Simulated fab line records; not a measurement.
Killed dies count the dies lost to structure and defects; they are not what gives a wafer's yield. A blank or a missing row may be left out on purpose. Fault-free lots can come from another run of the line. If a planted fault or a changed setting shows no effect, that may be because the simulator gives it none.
Which of the tools did it?	flow n5_finfet	12 lots with 34 wafers sampled at 2 steps, on a route of 1938 steps

## WHAT THE GAUGES READ, wafer by wafer
N5_BEOL_M13_THK_MEAS_01. Usual: M13_ILD_THK 842 nm, standard deviation 11.
lot	measured	on	M13_ILD_THK (nm)	flag
L130	day 10 21:35	film_metro-02	851 830 844	
L129	day 11 06:38	film_metro-02	840 850 860	
L131	day 12 03:58	film_metro-01	833 844 843	
L132	day 12 04:52	film_metro-01	839 838	
L139	day 13 18:49	film_metro-02	824 850 852	
L141	day 14 04:10	film_metro-02	829 833 845	
L143	day 14 07:31	film_metro-01	841 842 834	
L142	day 14 07:37	film_metro-01	843 843 851	
L144	day 14 10:14	film_metro-02	819 834 846	
L146	day 15 16:56	film_metro-01	849 856 867	
L149	day 16 00:51	film_metro-01	839 840 870	
L151	day 16 07:24	film_metro-02	861 853	

N5_BEOL_M13_INSPECT_12: inspects for defects (macro). Usual: raw_defect_count reads 1.9 (standard deviation 1.4).
lot	measured	on	raw_defect_count	flag
L130	day 10 21:57	defect_inspect-01	3 4 1	
L129	day 11 07:08	defect_inspect-01	1 2 1	
L131	day 12 04:26	defect_inspect-02	1 1 1	
L132	day 12 05:14	defect_inspect-02	2 1	
L139	day 13 19:10	defect_inspect-01	0 1 0	
L141	day 14 04:39	defect_inspect-01	1 4 0	
L143	day 14 07:53	defect_inspect-01	1 3 2	
L142	day 14 08:06	defect_inspect-01	2 2 2	
L144	day 14 10:43	defect_inspect-01	3 2 4	
L146	day 15 17:25	defect_inspect-02	2 2 4	
L149	day 16 01:20	defect_inspect-02	1 0 2	
L151	day 16 07:46	defect_inspect-01	0 5	

## EACH LOT AND THE TOOL THAT RAN IT (in order: tool; ch and the chambers of the sampled wafers; start)
No process step before these readings appears in the record.

## AS READ BY THE TOOLS THEMSELVES (means over the sampled wafers that have a number; for cases with no such wafer, the mark the record gives instead)
The record holds no such reading with a usual standard deviation.

## THE ANSWER, worked out from the rows above alone
Rule: lot off if the mean of its wafers having a number is beyond 3 standard deviations from the usual mean. A lot without any number at a reading at which 4 lots or more have one is off too. Any other lot the step has rows for is counted as sound. After the gauges, taken in route order, come the tools' own readings; for these a lot's mean is taken, as printed above. At the first step where some lot is off, the reading lying furthest off is the one used; lots without a number count as furthest.
No lot is off at any reading shown: from this, nothing can be told.

## WHAT THE SIMULATOR HAD PUT IN
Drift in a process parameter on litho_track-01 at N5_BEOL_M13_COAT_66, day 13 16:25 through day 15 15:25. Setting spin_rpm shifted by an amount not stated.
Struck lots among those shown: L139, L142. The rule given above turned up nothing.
